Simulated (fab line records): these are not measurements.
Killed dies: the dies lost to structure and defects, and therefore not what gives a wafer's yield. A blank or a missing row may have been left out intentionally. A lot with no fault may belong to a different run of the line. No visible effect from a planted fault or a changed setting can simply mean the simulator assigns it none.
Chamber matching + flow n5 finfet + cmp-02 running N5_MOL_CONTACT_COAG_CMP_23: 4 sister chambers
The step polishes, stops on SiO2, t overpolish 1.5 s, target thk 0 nm. 20 wafers are shown with their chamber, then 10 later ones without.

== EACH WAFER AND ITS CHAMBER ==
| wafer  | chamber | motor current A (A) | time to endpoint s (s) | slurry flow ml min |
|--------|---------|---------------------|------------------------|--------------------|
| L074.1 | 1       | 8.8                 | 7.0                    | 150.4              |
| L074.4 | 0       | 9.5                 | 10.6                   | 149.8              |
| L074.5 | 2       | 8.8                 | 4.8                    | 149.4              |
| L079.1 | 3       | 6.7                 | 9.5                    | 150.1              |
| L079.2 | 2       | 8.4                 | 6.0                    | 149.7              |
| L079.5 | 3       | 6.7                 | 10.0                   | 149.9              |
| L081.2 | 2       | 8.3                 | 5.0                    | 150.1              |
| L081.5 | 0       | 9.2                 | 11.5                   | 150.2              |
| L081.6 | 3       | 6.7                 | 7.1                    | 149.8              |
| L082.1 | 2       | 8.8                 | 7.2                    | 150.1              |
| L082.2 | 3       | 7.0                 | 11.3                   | 149.8              |
| L082.3 | 1       | 8.7                 | 11.7                   | 149.9              |
| L083.4 | 0       | 8.7                 | 11.9                   | 150.1              |
| L083.5 | 2       | 8.6                 | 7.9                    | 149.7              |
| L083.6 | 3       | 6.8                 | 12.0                   | 150.1              |
| L087.2 | 1       | 8.9                 | 10.2                   | 149.9              |
| L087.3 | 0       | 9.1                 | 12.6                   | 149.6              |
| L087.6 | 2       | 8.0                 | 10.0                   | 150.5              |
| L088.1 | 3       | 6.8                 | 8.2                    | 150.4              |
| L088.3 | 1       | 8.5                 | 10.2                   | 151.1              |

SIGNATURES (means of the wafers above)
| reading            | chamber 0 | chamber 1 | chamber 2 | chamber 3 | scatter within a chamber |
|--------------------|-----------|-----------|-----------|-----------|--------------------------|
| motor current A    | 9.125     | 8.725     | 8.483     | 6.783     | 0.246                    |
| time to endpoint s | 11.650    | 9.775     | 6.817     | 9.683     | 1.77                     |
| slurry flow ml min | 149.925   | 150.325   | 149.917   | 150.017   | 0.373                    |
Rule: distance of a wafer from a chamber = root of the sum over the readings of ((wafer's reading minus chamber's mean) / reading's scatter) squared. If the next closest chamber is less than 2 further off than the closest, the wafer can't be placed; otherwise it belongs to the closest. The scatter: take each reading less its chamber's mean, square it, sum over the shown wafers, divide by the number of wafers less the number of chambers, and take the root.

== WAFERS WITHOUT THEIR CHAMBER ==
| wafer  | motor current A (A) | time to endpoint s (s) | slurry flow ml min |
|--------|---------------------|------------------------|--------------------|
| L088.4 | 9.7                 | 13.2                   | 150.2              |
| L089.3 | 8.4                 | 8.2                    | 149.8              |
| L089.4 | 8.4                 | 12.1                   | 149.4              |
| L089.5 | 8.7                 | 11.7                   | 148.7              |
| L092.1 | 8.7                 | 8.7                    | 150.0              |
| L092.4 | 9.4                 | 12.7                   | 150.7              |
| L092.6 | 6.6                 | 9.6                    | 150.2              |
| L093.1 | 6.4                 | 7.7                    | 149.8              |
| L093.2 | 9.3                 | 10.9                   | 150.7              |
| L093.6 | 8.8                 | 7.4                    | 150.8              |

== WHICH CHAMBER EACH WENT THROUGH ==
| wafer  | from the rows above          | in truth |
|--------|------------------------------|----------|
| L088.4 | can't be placed: 0 or 1      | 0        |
| L089.3 | can't be placed: 2 or 1      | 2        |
| L089.4 | can't be placed: 1 or 0 or 2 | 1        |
| L089.5 | can't be placed: 0 or 2 or 1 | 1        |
| L092.1 | can't be placed: 1 or 2 or 0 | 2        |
| L092.4 | can't be placed: 0 or 1      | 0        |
| L092.6 | 3                            | 3        |
| L093.1 | 3                            | 3        |
| L093.2 | can't be placed: 0 or 1      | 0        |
| L093.6 | can't be placed: 1 or 2 or 0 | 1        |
Correctly placed: 2 of 10. Can't be placed from these rows: 8 (the true chamber is among the candidates in 8). 0 placed wrongly.
